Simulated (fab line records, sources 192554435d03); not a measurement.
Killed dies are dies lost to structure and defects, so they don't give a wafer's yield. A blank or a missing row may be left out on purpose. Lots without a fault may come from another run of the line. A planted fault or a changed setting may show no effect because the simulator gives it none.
fab line records | flow n5_finfet
record lots=3 wafers=8 last_day=16
route steps=1938 shown MOL_CONTACT_COAG@605 BEOL_M0_SAQP@632 BEOL_M4@1111 PASSIVATION@1936
lots that met no fault: from a run of the same line without faults
start_h: hours from the record's first day to the start of the lot's first wafer shown | wait_h: hours since the lot's step before | " the same as in the row above | L1.1+2: a row that stands for several wafers | - no value, or no start given | * or withheld: withheld | < > ~ a bound
route shown NAME@n: a module of which the file shows steps, and the number in the route of the first | usual: mean/standard deviation of fault-free wafers | same: alike in all rows | chamber/n: place in a boat | sites: the reading at each site | _std_site: their standard deviation | _edge_site: outer sites' mean less inner sites' | radius_mm: how far each site lies from the wafer's centre | mask NAME#n: copy n | behind: the tool/chamber that last shaped the wafer | hold: why the lot was held/for how many hours/how that ended | device: the transistor (n, p or np) that didn't switch | end of line: the same wafers' tests at the end of the route | a step without rows: its recipe alone | killed: dies lost to structure and defects at the first sort, not the wafer's yield | map: a wafer's dies, x killed, . not, _ none there
set.NAME: the setting as run; set.NAME@STEP: as run at that earlier step | model.NAME: the simulator's own value behind a step, which no gauge read
lots at some steps of the route; a table a step, a row a wafer
services: from which hour (start_h, from the record's first day; less than 0 if before it) a tool's chamber was out of use, for how many hours, and why
## steps
# step N5_MOL_CONTACT_COAG_DESCUM_45
# recipe chemistry=O2 time_s=7 source_power_w=50 bias_power_w=20 pressure_mtorr=20 rf_frequency_hz=2.712e+07 temp_c=40 resist=CAR-EUV o2_flow_sccm=225
# step N5_MOL_CONTACT_COAG_ETCH_65
# recipe chemistry=N2/H2 target=underlayer target_depth_a=130 mask_material=CAR-EUV time_s=10.4 ion_energy_ev=200 pressure_mtorr=30 source_w=840 bias_w=150 n2_flow_sccm=200 h2_flow_sccm=200 ends=cleared
# step N5_MOL_CONTACT_COAG_ETCH_66
# recipe chemistry=CF4 target=SiARC target_depth_a=130 mask_material=CAR-EUV time_s=21.7 ion_energy_ev=80 pressure_mtorr=40 source_w=545 bias_w=36 Ar_flow_sccm=100 cf4_flow_sccm=100 ends=cleared
# step N5_MOL_CONTACT_COAG_ALD_133
# recipe material=SiO2 target_thk_a=50 temp_c=100 ald_precursor_family=BDEAS ald_co_reactant=O2-plasma pulse_time_s=1 co_reactant_pulse_time_s=1 purge_time_s=2 co_reactant_purge_time_s=2 ald_cycles=35 pressure_torr=2
# step N5_MOL_CONTACT_COAG_ETCHBACK_134
# recipe chemistry=CHF3 target=SiO2 target_depth_a=100 time_s=6.7 ion_energy_ev=200 pressure_mtorr=30 source_w=610 bias_w=170 Ar_flow_sccm=200 CHF3_flow_sccm=50
# step N5_MOL_CONTACT_COAG_ETCH_67
# recipe chemistry=N2/H2 target=SOC target_depth_a=600 overetch_a=210 mask_material=SiARC temp_c=40 time_s=101.2 ion_energy_ev=200 pressure_mtorr=30 source_w=840 bias_w=150 n2_flow_sccm=200 h2_flow_sccm=200
# step N5_MOL_CONTACT_COAG_STRIP_68
# recipe chemistry=N2/H2 temp_c=40 n2_flow_sccm=200 h2_flow_sccm=200 rf_frequency_hz=6e+07
# step N5_MOL_CONTACT_COAG_STRIP_69
# recipe chemistry=N2/H2 temp_c=40 n2_flow_sccm=200 h2_flow_sccm=200 rf_frequency_hz=6e+07
# step N5_MOL_CONTACT_COAG_ETCHBACK_136
# recipe chemistry=CHF3 target=SiO2 target_depth_a=250 time_s=16.7 ion_energy_ev=200 pressure_mtorr=30 source_w=610 bias_w=170 Ar_flow_sccm=200 CHF3_flow_sccm=50
# step N5_MOL_CONTACT_COAG_STRIP_120
# recipe chemistry=CHF3 resist=SiARC rf_frequency_hz=6e+07
# step N5_MOL_CONTACT_COAG_VIA_ETCH_117
# recipe chemistry=C4F6/O2 target_depth_a=400 overetch_a=80 mask_material=SOC target=SiO2 bias_w=455 pressure_mtorr=10 time_s=26 source_w=325 Ar_flow_sccm=300 C4F6_flow_sccm=10 O2_flow_sccm=10 ion_energy_ev=575.3 ends=end_point
# step N5_MOL_CONTACT_COAG_ETCH_124
# recipe chemistry=CH3F/O2 target=SiNx target_depth_a=65 mask_material=SOC stop_on=SiOC over_etch_frac=0.3 ion_energy_ev=120 pressure_mtorr=30 source_w=395 bias_w=73 Ar_flow_sccm=150 CH3F_flow_sccm=30 O2_flow_sccm=20 ends=end_point
# step N5_MOL_CONTACT_COAG_ETCH_48
# recipe chemistry=C4F6/O2 target_depth_a=150 overetch_a=45 mask_material=SOC target=SiOC bias_w=465 pressure_mtorr=10 time_s=17 source_w=335 Ar_flow_sccm=300 C4F6_flow_sccm=10 O2_flow_sccm=10 ion_energy_ev=576
# usual drypump_motor_current_A=5.8/0.33 mfc_ar_sccm=300.0/0.95 oes_f_703_au=0.81/0.081 oes_product_au=0.68/0.072 rf_vpp_V=1597/15 showerhead_plenum_p_Torr=2.87/0.078 throttle_valve_pct=40.4/0.32
# columns lot.wafer tool chamber start_h wait_h drypump_motor_current_A mfc_ar_sccm oes_f_703_au oes_product_au rf_hours_counter_h rf_vpp_V showerhead_plenum_p_Torr throttle_valve_pct model.SOC_of_MOL_CONTACT_COAG_COAT_62.thk_nm
L974.1 rie_diel-04 2 106.11 0.0 5.9 301.2 0.84 0.68 63 1604 2.88 40.9 45.8
L974.5 " 3 " " 5.6 299.8 0.69 0.55 - 1600 2.91 40.4 46
L974.6 " 0 " " 5.4 299.2 0.90 0.74 - 1625 2.90 40.4 45.8
L983.2 rie_diel-05 3 154.96 0.0 5.9 301.2 0.66 0.58 234 1597 2.80 40.7 46.2
L983.3 " 0 " " 5.0 300.6 0.93 0.82 7 1590 3.02 40.6 45.8
L983.6 " 0 " " 5.0 299.1 0.94 0.82 - 1589 3.02 40.6 46
L990.4 rie_diel-04 3 194.31 0.0 5.6 299.7 0.92 0.80 - 1599 2.90 40.2 46
L990.6 " 1 " " 6.0 300.8 0.85 0.74 - 1599 2.89 40.1 45.6
# step N5_MOL_CONTACT_COAG_STRIP_72
# recipe chemistry=N2/H2 power_w=450 temp_c=40 pressure_mtorr=20 rf_frequency_hz=6e+07 overash_fraction=3 bias_power_w=7 h2_frac=0.5 n2_flow_sccm=200 h2_flow_sccm=200
# step N5_MOL_CONTACT_COAG_STRIP_49
# recipe chemistry=N2/H2 time_s=30 power_w=1000 temp_c=250 pressure_mtorr=withheld n2_flow_sccm=1750 h2_flow_sccm=3250
# step N5_MOL_CONTACT_COAG_PRECLEAN_138
# recipe chemistry=alkaline_clean temp_c=60 time_s=60 do_ppb=50
# step N5_MOL_CONTACT_COAG_SRD_139
# recipe dry=ipa_marangoni time_s=30 temp_c=23 rinse_liquid=diw
# step N5_MOL_CONTACT_COAG_PRE_CLEAN_121
# recipe gas=H2/He time_s=* temp_c=withheld
# step N5_MOL_CONTACT_COAG_CVD_140
# recipe material=W target_thk_a=665 mode=selective_fill temp_c=300 time_s=215
# step N5_MOL_CONTACT_COAG_PRECLEAN_127
# recipe chemistry=DIW time_s=57.5 temp_c=23
# step N5_MOL_CONTACT_COAG_SRD_128
# recipe dry_time_s=32 dry=n2_spin spin_rpm=1500
# step N5_MOL_CONTACT_COAG_CMP_52
# recipe stop_on=SiO2 t_overpolish_s=1.5 post_cmp_clean=w_dilute_nh4oh down_force_psi=4 platen_rpm=50.289 pad_velocity_m_s=1.0006 target_thk_nm=66.5
# step N5_MOL_CONTACT_COAG_ANNEAL_112
# recipe temp_c=400 time_s=1800 ambient=HPD2 pressure_atm=10
# step N5_BEOL_M0_SAQP_PECVD_00
# recipe material=SiCN target_thk_a=80 temp_c=withheld precursor=3MS/NH3 pressure_torr=3 rf_w=202 time_s=14
# step N5_BEOL_M0_SAQP_ILD_DEP_01
# recipe material=SiOC target_thk_a=454.19 temp_c=350 precursor=DEMS/O2 pressure_torr=5 rf_w=500 time_s=8.7
# step N5_BEOL_M0_SAQP_HM_DEP_02
# recipe material=TiN target_thk_a=120 temp_c=25 chamber_pressure_pa=0.49996
# step N5_BEOL_M0_SAQP_PECVD_03
# recipe material=SiCN target_thk_a=120 temp_c=withheld precursor=3MS/NH3 pressure_torr=3 rf_w=202 time_s=21.1
# step N5_BEOL_M0_SAQP_PECVD_96
# recipe material=a-Si target_thk_a=450 temp_c=350 precursor=SiH4/He pressure_torr=3 rf_w=100 time_s=45.2
# step N5_BEOL_M0_SAQP_PECVD_97
# recipe material=SiNx target_thk_a=230 temp_c=350 precursor=SiH4/NH3/N2 pressure_torr=1.5 rf_w=300 time_s=19.9
# step N5_BEOL_M0_SAQP_PECVD_04
# recipe material=a-Si target_thk_a=600 temp_c=350 precursor=SiH4/He pressure_torr=3 rf_w=100 time_s=60.2
# step N5_BEOL_M0_SAQP_HM_DEP_111
# recipe material=SiO2 target_thk_a=120 temp_c=400 precursor=SiH4/N2O pressure_torr=0.75 rf_w=275 time_s=7.2
# step N5_BEOL_M0_SAQP_COAT_81
# recipe resist=SOC temp_c=250 time_s=60 spin_rpm=1500 resist_thk_nm=100
# step N5_BEOL_M0_SAQP_COAT_82
# recipe resist=SiARC temp_c=220 time_s=60 spin_rpm=1500 resist_thk_nm=30
# step N5_BEOL_M0_SAQP_COAT_08
# recipe resist=CAR-ArF spin_rpm=1500 resist_thk_nm=90
# step N5_BEOL_M0_SAQP_EBR_10
# recipe solvent=PGMEA ebr_width_mm=1.5
# step N5_BEOL_M0_SAQP_SOFTBAKE_09
# recipe temp_c=110 time_s=60 resist=CAR-ArF
# step N5_BEOL_M0_SAQP_EXPOSE_11
# recipe mask_id=M0_CORE na=1.35 source_shape=dipole sigma_inner=0.538 sigma_outer=0.738 polarization=te target_cd_nm=42 dose_mj=55
# step N5_BEOL_M4_RC_MEAS_101
# usual DIBL_N=36.3/1.4 DIBL_P=36.2/1.5 IOFF_N=0.160/0.021 IOFF_P=0.211/0.027 ION_N=676/7.7 ION_P=463/5.5 SS_N=71.4/0.57 SS_P=73.3/0.58 VT_N=249.3/2.5 VT_P=-250.1/2.6
# columns lot.wafer tool chamber start_h wait_h DIBL_N[mV/V] DIBL_P[mV/V] IOFF_N[nA/um] IOFF_P[nA/um] ION_N[uA/um] ION_P[uA/um] SS_N[mV/dec] SS_P[mV/dec] VT_N[mV] VT_P[mV]
L974.1 prober-01 0 162.84 0.0 37.1 37.7 0.187 0.224 686 463 72.2 74.4 246.9 -249.4
L974.5 " 0 " " 35.0 35.0 0.148 0.181 678 459 71.2 72.5 250.4 -254.1
L974.6 " 0 " " 35.6 35.7 0.160 0.191 677 462 71.8 72.8 250.4 -252.0
L983.2 prober-02 0 222.65 0.2 35.9 37.5 0.178 0.216 682 462 72.0 73.2 248.8 -251.3
L983.3 " 0 " " 32.5 33.6 0.121 0.160 666 462 71.4 72.9 252.5 -254.5
L983.6 " 0 " " 35.2 36.8 0.167 0.211 681 464 71.8 74.0 249.3 -249.6
L990.6 prober-01 0 266.21 0.8 35.9 34.8 0.150 0.195 666 452 71.4 73.1 250.7 -251.8
# step N5_PASSIVATION_PROBE_49
# usual defect_limited_yield=91.3/1.4 killed_at_M0_to_M3=34/10 killed_at_M4_up=13/4.8 killed_at_contacts=12/6.1 killed_at_front_end=40/11 killed_at_other=3.7/2.8 killed_dies=103/16 killed_on_rim=13/3.6 killed_open=67/12 killed_short=34/7.4 sort_bin_5_function=5.1/0.95 sort_bin_6_memory=3.2/0.62 sort_n_pass=1077/16 sort_yield_pct=91.3/1.4
# same gross_dies=1180 killed_at_back_side=0 sort_bin_4_leakage[%]=0 sort_bin_8_speed[%]=0
# columns lot.wafer tool chamber start_h wait_h defect_limited_yield[%] killed_at_M0_to_M3 killed_at_M4_up killed_at_contacts killed_at_front_end killed_at_other killed_dies killed_on_rim killed_open killed_short sort_bin_5_function[%] sort_bin_6_memory[%] sort_n_pass sort_yield_pct[%]
L990.4 prober-02 - 371.88 0.2 11.4 29 16 979 18 3 1045 88 57 31 85.3 3.0 135 11.4
# killed by level:class
L990.4 MOL_CONTACT_COAG:area_etch=957 MOL_CONTACT_COAG:geometric_particle:open=20 BEOL_M0_SAQP:geometric_particle:short=9 BEOL_M4:geometric_particle:open=7 FIN_SAQP:geometric_particle:short=5 BEOL_M1:geometric_particle:open=5 BEOL_M3:geometric_particle:short=4 GATE_CUT:geometric_particle:short=3
# map L990.4 (x killed, . not)
_________________..x.xxx...x.________________
______________..x...xxx.xx..xx.x_____________
___________x.xx.xx.x.xx...xxxxxx.x.__________
__________.x.xxxxxx.xxxxxx.xxxxxxxxx_________
________..xxxxxxxxxxxxxxxxx.xx.xxxxxxx_______
_______.xxxxxxxxxxxxxxxxxxxxxxxxxxxxxxx______
______xxxxxxxxxxxxxxxxxxxxxxxxxxxxxxxx.x_____
_____x.xxx.xxxxxxxxxxxxxxxxxxxxxxxxxxxxxx____
____.....xxxxxxxxxxxxxxxxxxxxxxxxxxxxxxxxx___
___.x..xxxxxxxxxxxxxxxxxxxxxxxxxxx.xxxxxxxx__
___..x.xxxxxxxxxxxxxxxxxxxxxxxxxxxxxxxxxxxx__
__xxx.xxxxxxxxxxxxxxxxxxxxxxxxxxxxxxxx.xxxxx_
__...xx.xxxxxxxxxxxxxxxxxxxxxxxxxxxxxx.xxxxx_
_....xxxxxxxxxxxxxxxxxxxxxxxxxxxxxxxxxxxxxxxx
_..xxx..xxxxxxxxxxxxxxxxxxxxxxxxxxxxxxxxx.xxx
_....xxxxxxxxxxxxxxxxxxxxxxxxxxxxxxxxxxxx.xxx
_..x...xxxxxxxxxxxxxxxxxxxxxxxxxxxxxxxxx.x.xx
_.xxxxxxxxxxxxxxxxxxxxxxxxxxxxxxxxxxxxx.xxxxx
_xxxxxxxxxxxxxxxxxxxxxxxxxxxxxxxxxxxxxxxxxxx.
_x..xxxxxxxxxxxxxxxxxxxxxxxxxxxxxxxxxxxxxxxxx
_.xxxxxxxxxxxxxxxxxxxxxxxxxxxxxxxxxxxxxxx....
__...xxxxxxxxxxxxxxxxxxxxxxxxxxxxxxxxx.xx..._
__.xxxxxxxxxxxxxxxxxxxxxxxxxxxxxxxxxxxxxx.x._
___xxxxx.xxxxxxxxxxxxxxxxxxxxxxxxxxxxxxxx..__
___xxx.xxxxxxxxxxxxxxxxxxxxxxxxxxxxxxxxxxx.__
____.x.xxxxxxxxxxxxxxxxxxxxxxxxxxxxx.x.xxx___
_____...xxxxxxxxxxxxxxxxxxxxxxxxxxxxxxx..____
______.xxxxxxxxxxxxxxxxxxxxxxxxxxxxxxxxx_____
_______...xxxxxxxxxxxxxxxxxxxxxxxxxxxx.______
________.xx.xxxxxxxxxxxxxxxxxxxxxxxxxx_______
__________xxxxxxxxxxxxxxxxxxxxxxx.x._________
___________.xx.xxxxxxxxxxxxxxx.xxxx__________
______________xx.xx.xxxx.xxx...._____________
_________________x....xxxxxx.________________
# map L974.5 (x killed, . not)
_________________..x.........________________
______________...........x......_____________
___________....x.......x...........__________
__________............x.x.........x._________
________x.............x........x......_______
_______.....x...x..x...............x.x.______
______........x...........x...........xx_____
_____.........xx....xx...............x...____
____.............................x.......x___
___x...x..xx..............x.......x..x.....__
___x..........xx..x..............xx.x......__
__....x......x............x................._
__...........x.....x.x.xx........x.........x_
_.x...x.....x..........x...........x.xx......
_...............x...x.x......................
_..x.....................................x...
_...............x...x....x............x......
_.......x.................x..........x.......
_x.x..x.........x...x..x.......x...x..x......
_.....x..x.............xx........x...........
_...................x........................
__x...x..................x...x.....x........_
__..........x..................x....x...x..._
___.x.......x...........x................x.__
___....................x....x..............__
____.....x.....x......................x...___
_____....x........xx.......x.......x.....____
______.......x......x..................._____
_______..........x.....................______
________......x.........x...xx........_______
__________...x......x..............._________
___________.x.................x....__________
______________.x.........x......_____________
_________________.....x.....x________________
## services
# columns tool chamber start_h hours kind
rie_diel-04 1 104.02 9.3 repair
rie_diel-05 2 104.20 - clean
rie_diel-05 2 104.20 - consumable_replace:focus_ring
rie_diel-05 2 104.20 12.5 scheduled_down
rie_diel-05 2 104.20 12.5 vent_cycle
rie_diel-05 0 116.69 - clean
rie_diel-05 0 116.69 - consumable_replace:focus_ring
rie_diel-05 0 116.69 - consumable_replace:showerhead
rie_diel-05 0 116.69 19.2 scheduled_down
rie_diel-05 0 116.69 19.2 vent_cycle
rie_diel-05 2 132.80 6.0 repair
rie_diel-04 3 137.04 - clean
rie_diel-04 3 137.04 - consumable_replace:focus_ring
rie_diel-04 3 137.04 17.2 scheduled_down
rie_diel-04 3 137.04 17.2 vent_cycle
## key
first_sign step=N5_PASSIVATION_PROBE_49 reading=killed_at_contacts direction=up sigmas=99+ usual=12 struck=979
effect step=N5_PASSIVATION_PROBE_49 reading=sort_bin_5_function direction=up sigmas=84 usual=5.1 struck=85.3
model_effect step=N5_MOL_CONTACT_COAG_ETCH_48 value=SOC_of_MOL_CONTACT_COAG_COAT_62.thk_nm without=45.4 struck=46
more_kills_born_at N5_MOL_CONTACT_COAG_ETCH_48@rie_diel-04=957
met_at N5_MOL_CONTACT_COAG_ETCH_48
struck_wafers L990.4
later_rows_left_out L990.4
onset_between 106.11 194.31
fault kind=process_parameter_drift tool=rie_diel-04 chamber=- onset_h=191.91 steps=N5_MOL_CONTACT_COAG_ETCH_48 channel=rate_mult offset=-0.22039 shape=step end_h=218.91 scope=struck_wafers_only
# later_rows_left_out: the simulator's readings of these wafers behind a module that went badly wrong aren't trusted and aren't shown, but for the sort
